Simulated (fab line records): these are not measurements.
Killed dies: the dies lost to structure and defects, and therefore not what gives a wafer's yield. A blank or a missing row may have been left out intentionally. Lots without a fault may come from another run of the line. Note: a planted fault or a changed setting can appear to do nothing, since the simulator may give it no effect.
Struck lot and sound lot, side by side / flow n5 finfet / 37 out of 1938 route steps
Sound: wafers L744.1, L744.3, L744.5. The struck wafers were L753.1, L753.3, L753.6. The cause is given at the end.
For every step that has rows: the tool of each side, followed by ch and its chambers, followed by its first start. Under that, the readings that differ: sound wafers / struck wafers / difference of the means / sigmas: that difference in standard deviations of wafers without a fault.
alike: words and numbers the same on both sides, and readings whose means are apart by under 2 such deviations; not compared: readings that were withheld, readings missing a value for some wafer, numbers with overlapping values and no deviation given by the record, and bounds like >300 which may hide the same value.
Wherever a step has rows on one side only, a row that says differs or no value, or a row with sigmas, the two part there. Numbers that don't overlap but have no deviation are shown without sigmas and don't part them. A reading that every wafer of one side lacks parts them only if that side has two wafers or more.

first, 9 steps without rows for these wafers: N5_BEOL_M4_ANNEAL_95 (time 240 s); N5_BEOL_M4_SPUTTER_96 (material Cu, target thk 4.5 nm, time 8.29 s); N5_BEOL_M4_ECD_50 (material Cu, target thk 300 nm); N5_BEOL_M4_ANNEAL_51 (time 90 s); N5_BEOL_M4_CMP_52 (polishes, stops on SiOC, t overpolish 6.8 s, target thk 40 nm); N5_BEOL_M4_PRE_CLEAN_60 (time 15 s); N5_BEOL_M4_CO_CAP_55 (material Co, precursor CCTBA/H2, target thk 2 nm, time 102.1 s); N5_BEOL_M4_PRE_CLEAN_56 (time 15 s); N5_BEOL_M4_DEP_57 (deposits SiCN from 3MS/NH3, target thk 8 nm, time 14 s).
N5_BEOL_M4_RC_MEAS_101:
  sound on prober-02 ch 0, day 9 01:35; struck on prober-02 ch 0, day 12 10:59
reading=DIBL_P (mV/V); sound=38.0 39.2 39.6; struck=32.9 36.6 31.6; difference=-5.2; sigmas=-2
reading=IOFF_P (nA/um); sound=0.26 0.28 0.30; struck=0.17 0.23 0.16; difference=-0.09; sigmas=-2
reading=VT_P (mV); sound=-246.5 -244.1 -244.3; struck=-253.3 -248.2 -254.2; difference=-6.9; sigmas=-2
  alike: DIBL_N, IOFF_N, ION_N, ION_P, SS_N, SS_P, VT_N
then, 24 steps without rows for these wafers: N5_BEOL_M5_ILD_DEP_00 (deposits SiCOH lowk from DEMS/porogen, target thk 140.64 nm, time 25.9 s); N5_BEOL_M5_CURE_79 (cures SiCOH lowk, time 240 s); N5_BEOL_M5_PECVD_70 (deposits SiO2 from TEOS/O2, target thk 16 nm, time 18 s); N5_BEOL_M5_HM_DEP_02 (deposits TiN, target thk 20 nm); N5_BEOL_M5_COAT_59 (time 60 s, resist thk 60 nm); N5_BEOL_M5_COAT_60 (time 60 s, resist thk 12 nm); N5_BEOL_M5_COAT_71 (time 60 s, resist thk 5 nm); N5_BEOL_M5_COAT_05 (resist thk 30 nm); N5_BEOL_M5_EBR_07; N5_BEOL_M5_SOFTBAKE_06 (time 60 s); N5_BEOL_M5_EXPOSE_08 (exposes mask M5, target cd 28 nm); N5_BEOL_M5_PEB_09 (peb time 60 s); N5_BEOL_M5_DEVELOP_10 (develop time 30 s); N5_BEOL_M5_DESCUM_16 (chemistry O2, time 7 s); N5_BEOL_M5_ETCH_72 (etches underlayer in N2/H2, target depth 6.5 nm, time 5.2 s); N5_BEOL_M5_ETCH_61 (etches SiARC in CF4, target depth 15.6 nm, time 26 s); N5_BEOL_M5_ETCH_62 (etches SOC in N2/H2, target depth 75 nm, overetch 15 nm, time 112.5 s); N5_BEOL_M5_STRIP_63 (strips in N2/H2); N5_BEOL_M5_STRIP_73 (strips in N2/H2); N5_BEOL_M5_STRIP_64 (strips in CF4); N5_BEOL_M5_HM_OPEN_17 (chemistry Cl2/BCl3, target TiN, target depth 20 nm, overetch 6 nm); N5_BEOL_M5_STRIP_19 (strips in O2); N5_BEOL_M5_COAT_65 (time 60 s, resist thk 60 nm); N5_BEOL_M5_COAT_66 (time 60 s, resist thk 12 nm).
N5_BEOL_M7_SPUTTER_48: material Cu, target thk 10 nm, time 1.667 s.
  sound on pvd sputter-03 at day 10 08:58; struck on pvd sputter-03 at day 13 16:50
  no value came back on the struck wafers for bias v (V), cathode dc power W (W), throttle valve pct (%); on the sound wafers bias v (V) reads 59.1 61.3 59.6
N5_BEOL_M7_CMP_52: polishes, stops on SiCOH lowk, t overpolish 6.9 s, target thk 80 nm.
  sound on cmp-02 ch 2,3, day 10 10:03; struck on cmp-04 ch 0,1, day 13 17:24
reading=time to endpoint s (s); sound=62 61 60; struck=3 0 3; difference=-59; sigmas=-14
  alike: head pressure psi, motor current A, retaining ring pressure frac, slurry filter dp kPa
-- record jumps: 3 days separate the struck wafers' starts on either side; left off in module BEOL_M7, taken up again in module PASSIVATION, whose first shown step is the route's number 1936 --
N5_PASSIVATION_PROBE_49:
  sound on prober-02 at day 14 05:35; struck on prober-02 at day 16 17:03
reading=defect limited yield (%); sound=92.4 91.9 94.2; struck=0 0 0; difference=-93; sigmas=-62
reading=killed_at_M4_up; sound=11 12 15; struck=1110 1105 1088; difference=+1088; sigmas=+99 or more
reading=killed dies; sound=90 95 68; struck=1180 1180 1180; difference=+1096; sigmas=+61
reading=killed on rim; sound=14 14 10; struck=152 152 152; difference=+139; sigmas=+38
reading=sort_bin_5_function (%); sound=4.3 4.2 3.0; struck=96.4 97.8 96.5; difference=+93.1; sigmas=+93
reading=sort n pass; sound=1090 1085 1112; struck=0 0 0; difference=-1096; sigmas=-61
reading=sort yield pct (%); sound=92.4 91.9 94.2; struck=0 0 0; difference=-93; sigmas=-62
  alike: killed_at_M0_to_M3, killed at contacts, killed at front end, killed at other, killed open, killed short, sort_bin_6_memory

== WHERE THEY PART ==
First at N5_BEOL_M4_RC_MEAS_101; last, within this record, at N5_PASSIVATION_PROBE_49.

WHY: what had been put in by the simulator
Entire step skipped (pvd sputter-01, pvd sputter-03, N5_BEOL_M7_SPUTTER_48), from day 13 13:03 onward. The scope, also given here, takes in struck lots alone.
